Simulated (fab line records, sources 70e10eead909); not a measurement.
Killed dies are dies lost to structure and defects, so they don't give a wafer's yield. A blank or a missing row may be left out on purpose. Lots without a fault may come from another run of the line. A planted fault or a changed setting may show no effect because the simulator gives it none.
Chamber matching | flow nand_harc | NHARC_A_STAIRCASE_DESCUM_219 on rie_diel-07: 4 sister chambers
The step chemistry O2, time 3 s. 18 wafers are shown with their chamber, then 9 later ones without.

WAFERS WITH THEIR CHAMBER
wafer  | chamber | drypump_motor_current_A (A) | showerhead_plenum_p_Torr (Torr) | oes_product_au (a.u.)
L077.3 | 0       | 6.2                         | 2.03                            | 0.989
L077.5 | 1       | 5.0                         | 1.97                            | 0.993
L077.6 | 2       | 5.2                         | 1.99                            | 1.001
L076.1 | 3       | 5.3                         | 1.89                            | 0.990
L076.3 | 0       | 6.1                         | 2.03                            | 0.987
L076.4 | 1       | 5.0                         | 1.97                            | 1.000
L074.1 | 1       | 5.0                         | 1.97                            | 0.993
L074.5 | 1       | 5.0                         | 1.97                            | 0.993
L074.6 | 2       | 5.2                         | 1.99                            | 0.995
L078.1 | 3       | 5.3                         | 1.88                            | 0.988
L078.4 | 0       | 6.2                         | 2.03                            | 0.982
L078.5 | 0       | 6.2                         | 2.03                            | 0.989
L079.3 | 0       | 6.2                         | 2.03                            | 0.982
L079.4 | 2       | 5.2                         | 1.98                            | 0.991
L079.6 | 0       | 6.2                         | 2.03                            | 0.987
L080.1 | 0       | 6.2                         | 2.03                            | 0.982
L080.5 | 3       | 5.2                         | 1.88                            | 0.985
L080.6 | 0       | 6.2                         | 2.03                            | 0.989

SIGNATURES (means of the wafers above)
reading                  | chamber 0 | chamber 1 | chamber 2 | chamber 3 | scatter within a chamber
drypump_motor_current_A  | 6.188     | 5.000     | 5.200     | 5.267     | 0.0332
showerhead_plenum_p_Torr | 2.0300    | 1.9700    | 1.9867    | 1.8833    | 0.00309
oes_product_au           | 0.98587   | 0.99475   | 0.99567   | 0.98767   | 0.00356
Rule: a wafer's distance from a chamber is the root of the sum, over the readings, of the square of ((its reading less the chamber's mean) divided by the reading's scatter). The wafer belongs to the nearest chamber; if the next one is less than 2 further off, it can't be placed. The scatter: the root of (the sum of the squares of (reading less its chamber's mean) over the shown wafers, divided by (wafers less chambers)).

WAFERS WITHOUT THEIR CHAMBER
wafer  | drypump_motor_current_A (A) | showerhead_plenum_p_Torr (Torr) | oes_product_au (a.u.)
L083.1 | 5.2                         | 1.98                            | 1.004
L083.3 | 6.1                         | 2.03                            | 0.984
L083.4 | 6.2                         | 2.03                            | 0.990
L090.1 | 5.2                         | 1.97                            | 0.997
L090.2 | 5.1                         | 1.95                            | 0.996
L090.4 | 5.2                         | 1.87                            | 0.995
L095.1 | 5.3                         | 1.87                            | 0.989
L095.3 | 5.2                         | 1.97                            | 0.994
L095.4 | 5.0                         | 1.95                            | 0.990

WHICH CHAMBER EACH WENT THROUGH
wafer  | from the rows above     | in truth
L083.1 | 2                       | 2
L083.3 | 0                       | 0
L083.4 | 0                       | 0
L090.1 | can't be placed: 2 or 1 | 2
L090.2 | 1                       | 1
L090.4 | 3                       | 3
L095.1 | 3                       | 3
L095.3 | can't be placed: 2 or 1 | 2
L095.4 | 1                       | 1
Placed correctly: 7 of 9. Can't be placed from these rows: 2 (the true chamber is among the candidates in 2). Placed wrongly: 0.
